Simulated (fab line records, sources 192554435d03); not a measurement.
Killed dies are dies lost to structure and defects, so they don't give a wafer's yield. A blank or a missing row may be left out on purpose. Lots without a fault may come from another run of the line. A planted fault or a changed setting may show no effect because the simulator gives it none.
Chamber matching | flow n5_finfet | N5_BEOL_M1_PRE_CLEAN_60 on cvd_co-01: 3 sister chambers
The step time 15 s. 30 wafers are shown with their chamber, then 12 later ones without.

WAFERS WITH THEIR CHAMBER
wafer  | chamber | heater_power_w (W)
L077.1 | 2       | 89
L077.2 | 1       | 149
L077.3 | 0       | 77
L077.4 | 0       | 77
L077.5 | 2       | 88
L077.6 | 1       | 150
L079.2 | 1       | 150
L079.3 | 0       | 76
L079.6 | 1       | 151
L081.1 | 0       | 77
L081.2 | 1       | 151
L081.6 | 0       | 79
L082.2 | 2       | 87
L082.4 | 2       | 88
L082.5 | 1       | 150
L085.2 | 0       | 76
L085.4 | 1       | 154
L085.5 | 0       | 78
L086.2 | 2       | 87
L086.3 | 1       | 148
L086.6 | 1       | 150
L087.1 | 0       | 78
L087.2 | 1       | 147
L087.3 | 2       | 87
L087.4 | 2       | 87
L087.5 | 0       | 78
L087.6 | 1       | 149
L091.1 | 2       | 86
L091.4 | 1       | 150
L091.5 | 0       | 77

SIGNATURES (means of the wafers above)
reading        | chamber 0 | chamber 1 | chamber 2 | scatter within a chamber
heater_power_w | 77.30     | 149.92    | 87.38     | 1.32
Rule: a wafer's distance from a chamber is the root of the sum, over the readings, of the square of ((its reading less the chamber's mean) divided by the reading's scatter). The wafer belongs to the nearest chamber; if the next one is less than 2 further off, it can't be placed. The scatter: the root of (the sum of the squares of (reading less its chamber's mean) over the shown wafers, divided by (wafers less chambers)).

WAFERS WITHOUT THEIR CHAMBER
wafer  | heater_power_w (W)
L092.1 | 77
L092.2 | 149
L092.3 | 89
L094.1 | 150
L094.2 | 88
L094.3 | 77
L094.4 | 149
L094.5 | 87
L094.6 | 77
L095.2 | 86
L095.4 | 91
L095.6 | 77

WHICH CHAMBER EACH WENT THROUGH
wafer  | from the rows above | in truth
L092.1 | 0                   | 0
L092.2 | 1                   | 1
L092.3 | 2                   | 2
L094.1 | 1                   | 1
L094.2 | 2                   | 2
L094.3 | 0                   | 0
L094.4 | 1                   | 1
L094.5 | 2                   | 2
L094.6 | 0                   | 0
L095.2 | 2                   | 2
L095.4 | 2                   | 2
L095.6 | 0                   | 0
Placed correctly: 12 of 12. Can't be placed from these rows: 0. Placed wrongly: 0.
